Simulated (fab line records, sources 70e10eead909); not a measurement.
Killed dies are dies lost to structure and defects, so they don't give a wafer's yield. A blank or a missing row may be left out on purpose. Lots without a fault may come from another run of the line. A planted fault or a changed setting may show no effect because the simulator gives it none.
Chamber matching | flow nand_harc | NHARC_A_CONTACT_ETCH_48 on rie_diel-13: 4 sister chambers
The step etches the open film in CF4, target depth 39 nm, time 65 s. 16 wafers are shown with their chamber, then 8 later ones without.

WAFERS WITH THEIR CHAMBER
wafer  | chamber | showerhead_plenum_p_Torr (Torr) | rf_vpp_V (V) | oes_product_au (a.u.)
L077.2 | 0       | 1.76                            | 152.0        | 1.003
L077.3 | 3       | 1.73                            | 150.3        | 0.991
L077.5 | 0       | 1.76                            | 150.3        | 0.993
L076.2 | 0       | 1.76                            | 151.4        | 0.998
L076.4 | 3       | 1.73                            | 150.6        | 0.993
L076.6 | 0       | 1.76                            | 151.5        | 1.000
L082.1 | 1       | 1.73                            | 150.8        | 1.008
L082.4 | 2       | 1.67                            | 150.0        | 0.982
L082.6 | 1       | 1.73                            | 149.5        | 1.009
L085.1 | 3       | 1.72                            | 151.1        | 0.991
L085.5 | 2       | 1.67                            | 149.4        | 1.006
L085.6 | 3       | 1.72                            | 150.9        | 0.995
L094.1 | 0       | 1.75                            | 149.8        | 0.993
L094.3 | 1       | 1.73                            | 149.6        | 0.989
L094.4 | 3       | 1.72                            | 150.7        | 0.999
L093.1 | 2       | 1.67                            | 151.7        | 1.014

SIGNATURES (means of the wafers above)
reading                  | chamber 0 | chamber 1 | chamber 2 | chamber 3 | scatter within a chamber
showerhead_plenum_p_Torr | 1.7580    | 1.7300    | 1.6700    | 1.7240    | 0.00408
rf_vpp_V                 | 151.000   | 149.967   | 150.367   | 150.720   | 0.796
oes_product_au           | 0.99740   | 1.00200   | 1.00067   | 0.99380   | 0.00881
Rule: a wafer's distance from a chamber is the root of the sum, over the readings, of the square of ((its reading less the chamber's mean) divided by the reading's scatter). The wafer belongs to the nearest chamber; if the next one is less than 2 further off, it can't be placed. The scatter: the root of (the sum of the squares of (reading less its chamber's mean) over the shown wafers, divided by (wafers less chambers)).

WAFERS WITHOUT THEIR CHAMBER
wafer  | showerhead_plenum_p_Torr (Torr) | rf_vpp_V (V) | oes_product_au (a.u.)
L093.3 | 1.73                            | 152.6        | 0.998
L093.4 | 1.75                            | 151.1        | 1.002
L095.1 | 1.72                            | 152.1        | 0.988
L095.2 | 1.72                            | 151.2        | 1.008
L095.3 | 1.67                            | 147.6        | 1.011
L097.1 | 1.72                            | 149.7        | 1.002
L097.3 | 1.75                            | 150.7        | 1.005
L097.5 | 1.66                            | 148.3        | 1.004

WHICH CHAMBER EACH WENT THROUGH
wafer  | from the rows above     | in truth
L093.3 | can't be placed: 3 or 1 | 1
L093.4 | 0                       | 0
L095.1 | can't be placed: 3 or 1 | 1
L095.2 | can't be placed: 3 or 1 | 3
L095.3 | 2                       | 2
L097.1 | can't be placed: 3 or 1 | 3
L097.3 | 0                       | 0
L097.5 | 2                       | 2
Placed correctly: 4 of 8. Can't be placed from these rows: 4 (the true chamber is among the candidates in 4). Placed wrongly: 0.
